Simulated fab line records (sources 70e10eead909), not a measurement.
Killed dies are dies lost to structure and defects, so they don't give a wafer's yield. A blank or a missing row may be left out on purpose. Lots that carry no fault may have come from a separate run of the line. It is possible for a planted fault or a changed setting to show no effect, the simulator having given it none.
Matching of chambers + flow nandHarc + NHARC_A_CONTACT_ETCH_76 on rieDiel-10: 4 sister chambers
The step etches the open film in N2/H2, target depth 260 nm, time 475.3 s. 15 wafers are shown with their chamber, then 7 later ones without.

== WAFERS PAIRED WITH THEIR CHAMBERS ==
| wafer  | chamber | showerheadPlenumPTorr (Torr) | rfVppV (V) | oesProductAu (a.u.) |
|--------|---------|------------------------------|------------|---------------------|
| L621.1 | 2       | 1.91                         | 427        | 0.988               |
| L621.5 | 1       | 2.09                         | 430        | 1.011               |
| L621.6 | 0       | 2.16                         | 434        | 1.014               |
| L623.1 | 3       | 1.93                         | 428        | 0.991               |
| L623.4 | 2       | 1.91                         | 425        | 0.981               |
| L623.6 | 3       | 1.93                         | 428        | 0.984               |
| L626.2 | 2       | 1.91                         | 428        | 0.986               |
| L626.3 | 0       | 2.16                         | 433        | 1.003               |
| L626.4 | 1       | 2.09                         | 432        | 0.998               |
| L628.4 | 0       | 2.16                         | 433        | 1.014               |
| L628.5 | 3       | 1.92                         | 428        | 0.998               |
| L628.6 | 0       | 2.16                         | 435        | 1.008               |
| L629.1 | 1       | 2.09                         | 433        | 1.000               |
| L629.2 | 0       | 2.16                         | 436        | 1.011               |
| L629.5 | 1       | 2.09                         | 432        | 0.996               |

SIGNATURES (averages over the wafers above)
| reading               | chamber 0 | chamber 1 | chamber 2 | chamber 3 | scatter within a chamber |
|-----------------------|-----------|-----------|-----------|-----------|--------------------------|
| showerheadPlenumPTorr | 2.1600    | 2.0900    | 1.9100    | 1.9267    | 0.00246                  |
| rfVppV                | 434.20    | 431.75    | 426.67    | 428.00    | 1.21                     |
| oesProductAu          | 1.01000   | 1.00125   | 0.98500   | 0.99100   | 0.0056                   |
Rule: distance of a wafer from a chamber = root of the sum over the readings of ((wafer's reading minus chamber's mean) / reading's scatter) squared. If the next closest chamber is less than 2 further off than the closest, the wafer can't be placed; otherwise it belongs to the closest. The scatter: the root of (the sum of the squares of (reading less its chamber's mean) over the shown wafers, divided by (wafers less chambers)).

== WAFERS MISSING THEIR CHAMBER ==
| wafer  | showerheadPlenumPTorr (Torr) | rfVppV (V) | oesProductAu (a.u.) |
|--------|------------------------------|------------|---------------------|
| L633.5 | 1.92                         | 428        | 0.985               |
| L632.5 | 2.15                         | 433        | 1.009               |
| L632.6 | 2.09                         | 432        | 1.001               |
| L631.5 | 1.92                         | 427        | 0.991               |
| L642.3 | 2.15                         | 435        | 0.999               |
| L642.4 | 1.90                         | 426        | 0.984               |
| L642.5 | 1.92                         | 428        | 0.986               |

== WHICH CHAMBER EACH ONE RAN IN ==
| wafer  | from the rows above     | in truth |
|--------|-------------------------|----------|
| L633.5 | can't be placed: 3 or 2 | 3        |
| L632.5 | 0                       | 0        |
| L632.6 | 1                       | 1        |
| L631.5 | can't be placed: 3 or 2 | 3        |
| L642.3 | 0                       | 0        |
| L642.4 | 2                       | 2        |
| L642.5 | can't be placed: 3 or 2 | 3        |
Correctly placed: 4 of 7. From these rows, 3 cannot be placed; in 3 the true chamber is one of the candidates. Wrongly placed: 0.
